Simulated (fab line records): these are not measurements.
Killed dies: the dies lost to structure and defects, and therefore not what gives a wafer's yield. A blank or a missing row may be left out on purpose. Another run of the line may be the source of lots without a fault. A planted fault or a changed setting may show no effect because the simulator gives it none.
fab line records -- flow n5Finfet
[record] lots = 13, wafers = 36, lastDay = 19
route steps=1938 shown BEOL_M11@1597 BEOL_M12@1605 PASSIVATION@1936
lots that met no fault: taken from a fault-free run of the same line
startH: the number of hours between the record's first day and the start of the first shown wafer of the lot -- waitH: hours since the lot's step before -- " unchanged from the row above -- L1.1+2: a row that stands for several wafers -- - no value present, or no start provided -- * or withheld: withheld -- < > ~ a bound
route shown NAME@n: NAME is a module with steps in the file, n the number in the route of the first one -- usual: mean/standard deviation taken from wafers without a fault -- same: alike in all rows -- chamber/n: place in a boat -- sites: each site's reading -- _std_site: their standard deviation -- _edge_site: inner sites' mean taken away from outer sites' mean -- radiusMm: how far each site lies from the wafer's centre -- mask NAME#n: copy n -- behind: tool/chamber where the wafer was last shaped -- hold: reason for holding the lot/hours on hold/outcome of the hold -- device: transistor that didn't switch, given as n, p or np -- end of line: the tests these same wafers got at the end of their route -- a step with no rows: only its recipe -- killed: dies that structure and defects cost at the first sort, which is not the same as the wafer's yield -- map: per-die view of a wafer (x killed, . not killed, _ where there is no die)
set.NAME: the setting as run; set.NAME@STEP: as run at that earlier step -- model.NAME: the simulator's own value behind a step, which no gauge read
one table for each step of the route and one row for each wafer, over a sample of lots
services: from which hour (startH, from the record's first day; less than 0 if before it) a tool's chamber was out of use, for how many hours, and why
[[steps]]
[step N5_BEOL_M11_THK_MEAS_53]
[recipe] thkMeasGauge = xrf, reads = Cu_of_BEOL_M11_ECD_50
[usual] M11_THK = 136/3.8
lot.wafer,tool,chamber,startH,waitH,M11_THK[nm]
L813.3,filmMetro-01,-,249.07,-,138
L813.4,filmMetro-01,-,249.07,-,140
L815.1,filmMetro-02,-,301.24,-,132
L815.5,filmMetro-02,-,301.24,-,136
L814.1,filmMetro-02,-,306.28,-,136
L814.5,filmMetro-02,-,306.28,-,136
L814.6,filmMetro-02,-,306.28,-,139
L821.1,filmMetro-01,-,309.16,-,133
L821.2,filmMetro-01,-,309.16,-,134
L821.5,filmMetro-01,-,309.16,-,134
L818.1,filmMetro-01,-,314.06,-,137
L818.3,filmMetro-01,-,314.06,-,138
L818.4,filmMetro-01,-,314.06,-,141
L819.1,filmMetro-01,-,314.71,-,138
L819.2,filmMetro-01,-,314.71,-,141
L819.4,filmMetro-01,-,314.71,-,135
L820.2,filmMetro-01,-,327.14,-,136
L820.5,filmMetro-01,-,327.14,-,133
L829.1,filmMetro-01,-,363.88,-,135
L829.3,filmMetro-01,-,363.88,-,144
L829.6,filmMetro-01,-,363.88,-,137
L827.1,filmMetro-02,-,376.57,-,133
L827.3,filmMetro-02,-,376.57,-,140
L827.5,filmMetro-02,-,376.57,-,136
L828.1,filmMetro-02,-,383.56,-,135
L828.2,filmMetro-02,-,383.56,-,135
L828.4,filmMetro-02,-,383.56,-,132
L832.1,filmMetro-01,-,391.17,-,140
L832.2,filmMetro-01,-,391.17,-,131
L832.5,filmMetro-01,-,391.17,-,130
L833.1,filmMetro-01,-,397.86,-,141
L833.5,filmMetro-01,-,397.86,-,135
L833.6,filmMetro-01,-,397.86,-,134
L834.3,filmMetro-01,-,413.66,-,131
L834.5,filmMetro-01,-,413.66,-,131
L834.6,filmMetro-01,-,413.66,-,133
[step N5_BEOL_M12_COAT_04]
[recipe] spinRpm = 1625, resistThkNm = 400
[usual] spinSpeedRpm = 1625.0/1.3
lot.wafer,tool,chamber,startH,waitH,spinSpeedRpm
L813.3,lithoTrack-05,0,249.42,-,1627.3
L813.4,lithoTrack-05,0,249.42,-,1627.0
L815.1,lithoTrack-03,0,301.59,-,1625.9
L815.5,lithoTrack-03,0,301.59,-,1625.2
L814.1,lithoTrack-03,0,306.63,-,1624.2
L814.5,lithoTrack-03,0,306.63,-,1625.7
L814.6,lithoTrack-03,0,306.63,-,1625.7
L821.1,lithoTrack-03,0,309.60,-,1625.1
L821.2,lithoTrack-03,0,309.60,-,1624.9
L821.5,lithoTrack-03,0,309.60,-,1626.9
L818.1,lithoTrack-01,0,314.42,-,1626.4
L818.3,lithoTrack-01,0,314.42,-,1624.2
L818.4,lithoTrack-01,0,314.42,-,1625.1
L819.1,lithoTrack-01,0,315.09,-,1626.2
L819.2,lithoTrack-01,0,315.09,-,1625.3
L819.4,lithoTrack-01,0,315.09,-,1627.7
L820.2,lithoTrack-01,0,327.50,-,1624.8
L820.5,lithoTrack-01,0,327.50,-,1627.4
L829.1,lithoTrack-03,0,364.23,-,1717.6
L829.3,lithoTrack-03,0,364.23,-,1718.9
L829.6,lithoTrack-03,0,364.23,-,1716.3
L827.1,lithoTrack-03,0,376.93,-,1714.3
L827.3,lithoTrack-03,0,376.93,-,1713.9
L827.5,lithoTrack-03,0,376.93,-,1715.0
L828.1,lithoTrack-03,0,383.94,-,1715.8
L828.2,lithoTrack-03,0,383.94,-,1715.3
L828.4,lithoTrack-03,0,383.94,-,1716.3
L832.1,lithoTrack-05,0,391.53,-,1625.8
L832.2,lithoTrack-05,0,391.53,-,1624.9
L832.5,lithoTrack-05,0,391.53,-,1623.7
L833.1,lithoTrack-01,0,398.22,-,1626.4
L833.5,lithoTrack-01,0,398.22,-,1623.7
L833.6,lithoTrack-01,0,398.22,-,1623.2
L834.3,lithoTrack-05,0,414.01,-,1625.9
L834.5,lithoTrack-05,0,414.01,-,1625.2
L834.6,lithoTrack-05,0,414.01,-,1625.0
[step N5_BEOL_M12_CD_MEAS_10]
[recipe] targetCdNm = 140, landingEnergyEv = 500, detector = seInlens, polarity = opening
[usual] cdNm = 138.5/2.6
[same] landingEnergyEv = 500
lot.wafer,tool,chamber,startH,waitH,cdNm
L813.3,cdSem-02,0,249.69,-,139.5
L813.4,cdSem-02,0,249.69,-,139.1
L815.1,cdSem-02,0,301.98,-,135.6
L815.5,cdSem-02,0,301.98,-,134.6
L814.1,cdSem-01,0,306.90,-,138.6
L814.5,cdSem-01,0,306.90,-,139.9
L814.6,cdSem-01,0,306.90,-,136.9
L821.1,cdSem-03,0,309.86,-,139.8
L821.2,cdSem-03,0,309.86,-,139.7
L821.5,cdSem-03,0,309.86,-,141.9
L818.1,cdSem-02,0,314.81,-,143.6
L818.3,cdSem-02,0,314.81,-,140.6
L818.4,cdSem-02,0,314.81,-,141.5
L819.1,cdSem-02,0,315.50,-,138.5
L819.2,cdSem-02,0,315.50,-,138.5
L819.4,cdSem-02,0,315.50,-,139.9
L820.2,cdSem-02,0,327.77,-,140.3
L820.5,cdSem-02,0,327.77,-,134.3
L829.1,cdSem-02,0,364.62,-,138.9
L829.3,cdSem-02,0,364.62,-,140.4
L829.6,cdSem-02,0,364.62,-,142.4
L827.1,cdSem-02,0,377.32,-,139.6
L827.3,cdSem-02,0,377.32,-,143.1
L827.5,cdSem-02,0,377.32,-,142.4
L828.1,cdSem-02,0,384.21,-,141.3
L828.2,cdSem-02,0,384.21,-,139.3
L828.4,cdSem-02,0,384.21,-,135.8
L832.1,cdSem-02,0,391.92,-,138.3
L832.2,cdSem-02,0,391.92,-,140.0
L832.5,cdSem-02,0,391.92,-,138.3
L833.1,cdSem-01,0,398.61,-,136.5
L833.5,cdSem-01,0,398.61,-,136.4
L833.6,cdSem-01,0,398.61,-,136.3
L834.3,cdSem-02,0,414.28,-,142.2
L834.5,cdSem-02,0,414.28,-,138.9
L834.6,cdSem-02,0,414.28,-,138.9
[step N5_BEOL_M12_INSPECT_12]
[recipe] mode = adi, inspectInstrument = macro
[usual] rawDefectCount = 2.1/1.6
lot.wafer,tool,chamber,startH,waitH,rawDefectCount
L813.3,defectInspect-01,-,249.74,0.0,2
L813.4,defectInspect-01,-,249.74,0.0,3
L815.1,defectInspect-01,-,302.04,0.0,2
L815.5,defectInspect-01,-,302.04,0.0,2
L814.1,defectInspect-02,-,306.95,0.0,0
L814.5,defectInspect-02,-,306.95,0.0,6
L814.6,defectInspect-02,-,306.95,0.0,1
L821.1,defectInspect-01,-,309.92,0.0,5
L821.2,defectInspect-01,-,309.92,0.0,7
L821.5,defectInspect-01,-,309.92,0.0,7
L818.1,defectInspect-02,-,314.86,0.0,0
L818.3,defectInspect-02,-,314.86,0.0,1
L818.4,defectInspect-02,-,314.86,0.0,0
L819.1,defectInspect-01,-,315.56,0.0,4
L819.2,defectInspect-01,-,315.56,0.0,3
L819.4,defectInspect-01,-,315.56,0.0,3
L820.2,defectInspect-02,-,327.82,0.0,1
L820.5,defectInspect-02,-,327.82,0.0,1
L829.1,defectInspect-02,-,364.68,0.0,0
L829.3,defectInspect-02,-,364.68,0.0,6
L829.6,defectInspect-02,-,364.68,0.0,1
L827.1,defectInspect-02,-,377.38,0.0,3
L827.3,defectInspect-02,-,377.38,0.0,1
L827.5,defectInspect-02,-,377.38,0.0,2
L828.1,defectInspect-02,-,384.26,0.0,1
L828.2,defectInspect-02,-,384.26,0.0,4
L828.4,defectInspect-02,-,384.26,0.0,2
L832.1,defectInspect-01,-,391.97,0.0,0
L832.2,defectInspect-01,-,391.97,0.0,0
L832.5,defectInspect-01,-,391.97,0.0,2
L833.1,defectInspect-01,-,398.66,0.0,2
L833.5,defectInspect-01,-,398.66,0.0,2
L833.6,defectInspect-01,-,398.66,0.0,2
L834.3,defectInspect-02,-,414.33,0.0,3
L834.5,defectInspect-02,-,414.33,0.0,5
L834.6,defectInspect-02,-,414.33,0.0,2
[step N5_BEOL_M12_STRIP_63]
[recipe] chemistry = N2/H2, powerW = 1000, tempC = 250, h2Frac = 0.65, overashFraction = 0.3, pressureMtorr = 1000, n2FlowSccm = 1750, h2FlowSccm = 3250
[usual] drypumpMotorCurrentA = 5.8/0.31, heaterPowerW = 328/27, oesProductAu = 0.693/0.0047, stripTimeToEndpointS = 42.8/0.98
lot.wafer,tool,chamber,startH,waitH,drypumpMotorCurrentA,heaterPowerW,oesProductAu,rfHoursCounterH,stripTimeToEndpointS
L813.3,plasmaAsher-02,0,250.18,-,6.1,364,0.687,-,41.1
L813.4,plasmaAsher-02,1,250.18,-,5.5,299,0.691,-,42.2
L815.1,plasmaAsher-02,1,302.36,-,5.5,308,0.697,84,43.1
L815.5,plasmaAsher-02,1,302.36,-,5.5,301,0.698,-,42.6
L814.1,plasmaAsher-02,0,307.32,-,6.0,363,0.693,85,43.3
L814.5,plasmaAsher-02,1,307.32,-,5.6,312,0.698,-,43.2
L814.6,plasmaAsher-02,0,307.32,-,6.0,363,0.696,-,42.0
L821.1,plasmaAsher-02,1,310.24,-,5.5,298,0.690,86,43.1
L821.2,plasmaAsher-02,0,310.24,-,6.0,363,0.691,86,41.6
L821.5,plasmaAsher-02,1,310.24,-,5.5,296,0.703,-,41.6
L818.1,plasmaAsher-01,1,315.19,-,5.4,336,0.691,132,43.0
L818.3,plasmaAsher-01,1,315.19,-,5.4,338,0.697,-,42.1
L818.4,plasmaAsher-01,0,315.19,-,6.2,313,0.697,-,42.3
L819.1,plasmaAsher-02,1,315.88,-,5.6,300,0.695,87,43.5
L819.2,plasmaAsher-02,0,315.88,-,6.0,353,0.694,87,44.1
L819.4,plasmaAsher-02,1,315.88,-,5.5,308,0.690,-,43.8
L820.2,plasmaAsher-01,0,328.22,-,6.2,303,0.695,135,43.2
L820.5,plasmaAsher-01,0,328.22,-,6.2,303,0.698,-,43.7
L829.1,plasmaAsher-01,1,365.00,-,5.3,349,0.691,141,41.2
L829.3,plasmaAsher-01,1,365.00,-,5.4,335,0.681,-,40.9
L829.6,plasmaAsher-01,0,365.00,-,6.2,314,0.688,-,40.2
L827.1,plasmaAsher-01,1,377.73,-,5.4,347,0.687,143,39.9
L827.3,plasmaAsher-01,1,377.73,-,5.4,334,0.688,-,39.7
L827.5,plasmaAsher-01,1,377.73,-,5.4,340,0.704,-,39.5
L828.1,plasmaAsher-02,0,384.58,-,6.0,364,0.683,102,40.0
L828.2,plasmaAsher-02,1,384.58,-,5.5,302,0.689,102,40.3
L828.4,plasmaAsher-02,1,384.58,-,5.5,299,0.695,-,40.2
L832.1,plasmaAsher-02,0,392.29,-,6.0,365,0.695,103,44.3
L832.2,plasmaAsher-02,1,392.29,-,5.5,296,0.693,103,43.5
L832.5,plasmaAsher-02,1,392.29,-,5.5,295,0.696,-,44.3
L833.1,plasmaAsher-01,0,399.12,-,6.2,309,0.693,147,42.0
L833.5,plasmaAsher-01,0,399.12,-,6.2,303,0.686,-,40.4
L833.6,plasmaAsher-01,1,399.12,-,5.4,340,0.692,-,42.3
L834.3,plasmaAsher-02,1,414.77,-,5.6,298,0.698,-,43.8
L834.5,plasmaAsher-02,1,414.77,-,5.6,298,0.696,-,43.5
L834.6,plasmaAsher-02,0,414.77,-,6.1,367,0.694,-,42.2
[step N5_PASSIVATION_PROBE_49]
[usual] defectLimitedYield = 91.2/1.4, killed_at_M0_to_M3 = 34/9.3, killed_at_M4_up = 14/5.9, killedAtContacts = 14/5.7, killedAtFrontEnd = 38/10, killedAtOther = 4/3.2, killedDies = 104/17, killedOpen = 67/13, killedShort = 33/6.9, sort_bin_5_function = 5.2/1, sort_bin_6_memory = 3.3/0.61, sort_bin_8_speed = 0.3/1.8, sortNPass = 1069/52
[same] grossDies = 1180, killedAtBackSide = 0, sort_bin_4_leakage[%] = 0
lot.wafer,tool,chamber,startH,waitH,defectLimitedYield[%],killed_at_M0_to_M3,killed_at_M4_up,killedAtContacts,killedAtFrontEnd,killedAtOther,killedDies,killedOpen,killedShort,sort_bin_5_function[%],sort_bin_6_memory[%],sort_bin_8_speed[%],sortNPass
L829.1,prober-01,-,408.68,0.0,85.6,41,15,16,68,30,170,85,63,9.3,4.4,0,1010
L829.3,prober-01,-,408.78,0.1,89.2,42,14,23,37,11,127,84,37,6.5,4.0,0.1,1052
L829.6,prober-01,-,408.93,0.3,86.2,36,17,38,60,12,163,80,39,9.3,3.6,0,1017
// killed by level:class
L829.1 BEOL_M0_SAQP:geometricParticle:short=22 PASSIVATION:areaEtch=20 FIN_SAQP:geometricParticle:open=13 MOL_CONTACT_COAG:geometricParticle:open=13 STI_FIN_REVEAL:geometricParticle:open=12 BEOL_M0_SAQP:geometricParticle:open=11 GATE_CUT:geometricParticle:short=8 FIN_SAQP:geometricParticle:short=7
L829.3 STI_FIN_REVEAL:geometricParticle:open=19 MOL_CONTACT_COAG:geometricParticle:open=18 BEOL_M0_SAQP:geometricParticle:short=14 BEOL_M0_SAQP:geometricParticle:open=8 BEOL_M3:geometricParticle:open=7 BEOL_M1:geometricParticle:open=7 MOL_CONTACT_COAG:geometricParticle:short=5 DUMMY_GATE:geometricParticle:open=4
L829.6 MOL_CONTACT_COAG:areaEtch=27 STI_FIN_REVEAL:geometricParticle:open=16 BEOL_M0_SAQP:geometricParticle:open=13 FIN_SAQP:geometricParticle:open=11 PASSIVATION:areaEtch=10 BEOL_M0_SAQP:geometricParticle:short=9 MOL_CONTACT_COAG:geometricParticle:open=8 FIN_SAQP:geometricParticle:short=7
[[services]]
tool,chamber,startH,hours,kind
plasmaAsher-02,-,254.20,5.1,pm
plasmaAsher-02,-,404.44,3.8,repair
[[key]]
[firstSign] step = N5_BEOL_M12_COAT_04, reading = spinSpeedRpm, direction = up, sigmas = 72, usual = *, struck = *
[effect] step = N5_BEOL_M12_STRIP_63, reading = stripTimeToEndpointS, direction = down, sigmas = 2.6, usual = *, struck = *
metAt N5_BEOL_M12_COAT_04
struckLots L827,L828,L829
[baselineLoss] step = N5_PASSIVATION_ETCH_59, wafers = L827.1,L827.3
[baselineLoss] step = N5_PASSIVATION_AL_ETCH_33, wafers = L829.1
[baselineLoss] step = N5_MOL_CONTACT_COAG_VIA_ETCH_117, wafers = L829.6
notActingAt N5_BEOL_M11_THK_MEAS_53,N5_BEOL_M12_CD_MEAS_10,N5_BEOL_M12_INSPECT_12
onsetBetween 309.60 364.23
[fault] kind = processParameterDrift, tool = lithoTrack-03, chamber = -, onsetH = 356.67, steps = N5_BEOL_M12_COAT_04, channel = spinRpm, offset = *, shape = step, endH = 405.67, actsIn = *, stated = *
// baselineLoss: these wafers lose ten dies or more at that step, a loss of the line's own and not of a fault; the sort's usual values leave them out
